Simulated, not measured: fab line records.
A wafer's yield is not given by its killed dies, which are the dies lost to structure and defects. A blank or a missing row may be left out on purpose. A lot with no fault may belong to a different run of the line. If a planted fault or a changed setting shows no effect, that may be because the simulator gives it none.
Struck lot and sound lot, side by side / flow n5-finfet / 39 steps out of a route of 1938
Sound: the wafers L613.1, L613.5, L613.6. Struck: wafers L597.1, L597.4 (left out: L597.6, a lot-mate that was not struck); the cause follows at the end.
For every step that has rows: the tool of each side, followed by ch and its chambers, followed by its first start. Under that, the readings that differ: sound wafers / struck wafers / difference of the means / sigmas: that difference in standard deviations of wafers without a fault.
alike: same words and numbers on both sides, and readings whose means sit less than 2 such deviations apart. not compared: any withheld reading, any reading some wafer has no value for, any bound like >300 that may hide the same value, and any number with overlapping values for which the record gives no deviation.
A row with sigmas, a row that says differs or no value, or rows on one side alone: a step with any of these is where the two part. Numbers that have no deviation but don't overlap get no sigmas and don't part them. Lack of a reading on every wafer of one side parts them only where that side has two or more wafers.

first, 10 steps without rows for these wafers: N5_DUMMY_GATE_ETCH_23 (etches poly-Si in HBr/Cl2/O2, target depth 41 nm, time 22.3 s); N5_DUMMY_GATE_ETCH_44 (etches poly-Si in HBr/O2, stops on SiO2, target depth 127.5 nm); N5_DUMMY_GATE_ETCH_42 (etches SiO2 in CHF3/O2, target depth 3.5 nm, time 31 s); N5_DUMMY_GATE_STRIP_48 (strips in N2/H2, time 20 s); N5_DUMMY_GATE_PRECLEAN_33 (cleans in dHF, time 10 s); N5_DUMMY_GATE_PRECLEAN_25 (cleans in O3/DIW, time 45 s); N5_DUMMY_GATE_PRECLEAN_51 (cleans in SC2, time 45 s); N5_DUMMY_GATE_SRD_26 (time 30 s); N5_DUMMY_GATE_UV_OZONE_45 (time 120 s); N5_SPACER0_ALD_07 (deposits SiNx, target thk 2 nm).
N5_SPACER0_ALD_00: deposits SiOCN, target thk 3.5 nm, pulse time 3 s, purge time 2 s.
  sound on ald-sin-01 ch 0,1,2, day 8 12:17; struck on ald-sin-01 ch 1,2, day 4 20:43
reading=ald-cycles; sound=58 58 58; struck=39 39; difference=-19; sigmas=
reading=model.SiOCN_of_SPACER0_ALD_00.thk-nm (nm); sound=3.4 3.4 3.6; struck=2.4 2.4; difference=-1.1; sigmas=
  alike: chamber-pressure-Torr, heater-power-w, precursor-pulse-height-rel
then, 25 steps without rows for these wafers: N5_SPACER0_ALD_08 (deposits SiNx, target thk 2 nm); N5_SD_EPI_N_COAT_32 (time 60 s, resist thk 350 nm); N5_SD_EPI_N_COAT_33 (time 60 s, resist thk 35 nm); N5_SD_EPI_N_COAT_03 (resist thk 150 nm); N5_SD_EPI_N_EBR_05; N5_SD_EPI_N_SOFTBAKE_04 (time 60 s); N5_SD_EPI_N_EXPOSE_06 (exposes mask SD N BLK, target cd 120 nm); N5_SD_EPI_N_PEB_07 (peb time 60 s); N5_SD_EPI_N_DEVELOP_08 (develop time 30 s); N5_SD_EPI_N_DESCUM_14 (chemistry O2, time 7.9 s); N5_SD_EPI_N_ETCH_34 (etches SiARC in CF4, target depth 45.5 nm, time 75.8 s); N5_SD_EPI_N_ETCH_35 (etches SOC in N2/H2, overetch 108 nm, time 486 s); N5_SD_EPI_N_STRIP_36 (strips in N2/H2); N5_SD_EPI_N_ETCHBACK_44 (etches SiNx in CH3F/O2, stops on SiO2, target depth 14.5 nm); N5_SD_EPI_N_ETCH_45 (etches SiOCN in CH3F/O2, target depth 6 nm); N5_SD_EPI_N_ETCH_16 (etches SiO2 in CHF3/O2, target depth 5 nm); N5_SD_EPI_N_STRIP_47 (strips in CHF3/O2); N5_SD_EPI_N_SD_RECESS_17 (chemistry HBr/Cl2/O2, target depth 41 nm, time 23.7 s, bt time 3 s); N5_SD_EPI_N_STRIP_38 (strips in N2/H2); N5_SD_EPI_N_WET_ETCH_43 (etches SiO2 in dHF, time 14 s, target depth 1.5 nm); N5_SD_EPI_N_STRIP_18 (strips in SPM, time 750 s); N5_SD_EPI_N_SRD_20 (time 30 s); N5_SD_EPI_N_PRECLEAN_48 (cleans in NF3:NH3, afs cycles 2, time 20 s, sublimation time 60 s); N5_SD_EPI_N_VAPOR_ETCH_50 (etches Si in HCl, time 54 s); N5_SD_EPI_N_EPI_21 (deposits Si:P, time 690 s).
N5_SD_EPI_P_PRECLEAN_32: cleans in dHF, time 10 s.
  sound on wet-bench-04 ch 0,1,7, day 8 21:19; struck on wet-bench-03 ch 0,3, day 5 06:03
reading=model.SiOCN_of_SPACER0_ALD_00.thk-nm (nm); sound=3.4 3.4 3.4; struck=2.4 2.2; difference=-1.1; sigmas=
-- a jump in the record: the struck wafers' starts before and after are 7 days apart (it breaks off in module SD_EPI_P and resumes in module BEOL_M4, where the first step shown is number 1111 of the route) --
N5_BEOL_M4_RC_MEAS_101:
  sound on prober-02 ch 0, day 16 07:40; struck on prober-01 ch 0, day 12 01:31
reading=DIBL_N (mV/V); sound=35.7 40.8 35.8; struck=45.4 45.5; difference=+8.0; sigmas=+3
reading=DIBL_P (mV/V); sound=37 43 37; struck=45 45; difference=+6; sigmas=+2
reading=IOFF_N (nA/um); sound=0.16 0.26 0.18; struck=0.37 0.39; difference=+0.18; sigmas=+3
reading=IOFF_N_85C (nA/um); sound=3.1 4.7 3.4; struck=6.3 6.5; difference=+2.7; sigmas=+3
reading=IOFF_N_LIN (nA/um); sound=0.074 0.104 0.081; struck=0.148 0.155; difference=+0.065; sigmas=+4
reading=IOFF_P (nA/um); sound=0.21 0.33 0.23; struck=0.55 0.62; difference=+0.33; sigmas=+5
reading=IOFF_P_85C (nA/um); sound=3.7 5.4 4.0; struck=8.0 8.8; difference=+4.0; sigmas=+5
reading=IOFF_P_LIN (nA/um); sound=0.101 0.133 0.108; struck=0.211 0.232; difference=+0.107; sigmas=+5
reading=ION_N (uA/um); sound=676 675 694; struck=734 730; difference=+50; sigmas=+3
reading=ION_P (uA/um); sound=466 463 475; struck=511 519; difference=+47; sigmas=+5
reading=REXT_N (ohm.um); sound=76.9 77.6 76.8; struck=65.2 64.2; difference=-12.4; sigmas=-6
reading=REXT_P (ohm.um); sound=99 101 100; struck=91 88; difference=-10; sigmas=-3
reading=VT_N (mV); sound=247 246 249; struck=238 232; difference=-12; sigmas=-3
reading=VT_N_LVT (mV); sound=98 94 94; struck=84 82; difference=-12; sigmas=-3
reading=VT_P (mV); sound=-249 -245 -246; struck=-231 -228; difference=+17; sigmas=+5
reading=VT_P_LVT (mV); sound=-97 -93 -96; struck=-81 -80; difference=+15; sigmas=+4
  alike: SS_N, SS_P
-- a jump in the record: the struck wafers' starts before and after are 4 days apart (it breaks off in module BEOL_M4 and resumes in module PASSIVATION, where the first step shown is number 1936 of the route) --
N5_PASSIVATION_PROBE_49:
  rows exist in the record for the struck wafers here (prober-02, day 16 03:25), but not for the sound ones

## WHERE THEY PART
Earliest at N5_BEOL_M4_RC_MEAS_101; latest, in this record, at N5_PASSIVATION_PROBE_49.

WHY: what had been put in by the simulator
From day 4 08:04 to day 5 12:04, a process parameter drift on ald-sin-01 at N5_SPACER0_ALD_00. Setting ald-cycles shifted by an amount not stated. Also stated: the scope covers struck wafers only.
